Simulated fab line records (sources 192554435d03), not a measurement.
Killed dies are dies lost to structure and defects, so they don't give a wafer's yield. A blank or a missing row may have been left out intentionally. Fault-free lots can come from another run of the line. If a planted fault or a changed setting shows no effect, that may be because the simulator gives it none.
One fault through the eyes of 2 desks + flow n5-finfet + only its own numbers are on each desk; what lay behind them is given at the end

## AT THE METROLOGY DESK
Means of the sampled wafers that have a number, per lot and without regard to the tool the lot ran on: this is what the gauges read. If a lot's mean is further than 4 standard deviations from the usual mean, the lot is out of limits and carries the mark OUT (the distance appears in the brackets).
Columns: A = PASS_OPEN_OVL at N5_PASSIVATION_OVL_MEAS_66, usual -2 nm
| lot  | first seen here | A  |
|------|-----------------|----|
| L874 | day 11 21:21    | -2 |
| L875 | day 12 08:55    | -5 |
| L877 | day 12 14:07    | 0  |
| L881 | day 13 14:05    | -7 |
| L885 | day 14 11:11    | -5 |
| L887 | day 15 06:55    | -1 |
| L891 | day 16 10:59    | -6 |
| L892 | day 16 11:11    | -6 |
| L893 | day 16 21:30    | -4 |
| L896 | day 17 18:43    | 2  |
| L897 | day 17 19:37    | -7 |
This desk found nothing out of limits on any of the 11 lots.

## THE TOOL OWNER'S DESK: rie-diel-03
The tool's own readings at N5_BEOL_M10_ETCH_41 (etches SiCN in CH3F/O2, target depth 42.6 nm, time 86 s): means of the sampled wafers that have a number, for each lot that ran on this tool. If a lot's mean is further than 4 standard deviations from the usual mean, the lot is out of limits and carries the mark OUT (the distance appears in the brackets). Of its 8 readings 7 are shown: those that lie furthest out on some lot.
Columns: A = CH3F_flow_sccm at N5_BEOL_M10_ETCH_41, usual 29.99 sccm; B = chamber-pressure-mTorr at N5_BEOL_M10_ETCH_41, usual 29.998 mTorr; C = drypump-motor-current-A at N5_BEOL_M10_ETCH_41, usual 5.61 A; D = mfc-ar-sccm at N5_BEOL_M10_ETCH_41, usual 150.0 sccm; E = oes-product-au at N5_BEOL_M10_ETCH_41, usual 0.80 a.u.; F = rf-vpp-V at N5_BEOL_M10_ETCH_41, usual 296.8 V; G = showerhead-plenum-p-Torr at N5_BEOL_M10_ETCH_41, usual 1.97 Torr
| lot  | first seen here | A     | B      | C    | D     | E    | F     | G    |
|------|-----------------|-------|--------|------|-------|------|-------|------|
| L874 | day 9 13:53     | 30.07 | 29.975 | 5.78 | 150.6 | 0.82 | 298.0 | 2.01 |
| L875 | day 10 04:43    | 29.97 | 30.002 | 5.61 | 149.9 | 0.79 | 296.6 | 1.97 |
| L877 | day 10 11:55    | 29.93 | 29.991 | 5.76 | 149.7 | 0.80 | 297.8 | 2.01 |
| L885 | day 12 11:53    | 29.96 | 29.967 | 5.57 | 150.0 | 0.82 | 296.6 | 2.02 |
| L893 | day 14 23:53    | 29.99 | 30.016 | 5.64 | 150.1 | 0.75 | 296.9 | 1.96 |
| L896 | day 15 15:43    | 29.97 | 30.000 | 5.34 | 149.7 | 0.81 | 296.2 | 1.99 |
This desk found nothing out of limits on any of the 6 lots.

## BROUGHT TOGETHER
Metrology desk: nothing out of limits seen.
The tool owner's desk saw nothing out of limits.

## WHAT THE SIMULATOR PUT IN
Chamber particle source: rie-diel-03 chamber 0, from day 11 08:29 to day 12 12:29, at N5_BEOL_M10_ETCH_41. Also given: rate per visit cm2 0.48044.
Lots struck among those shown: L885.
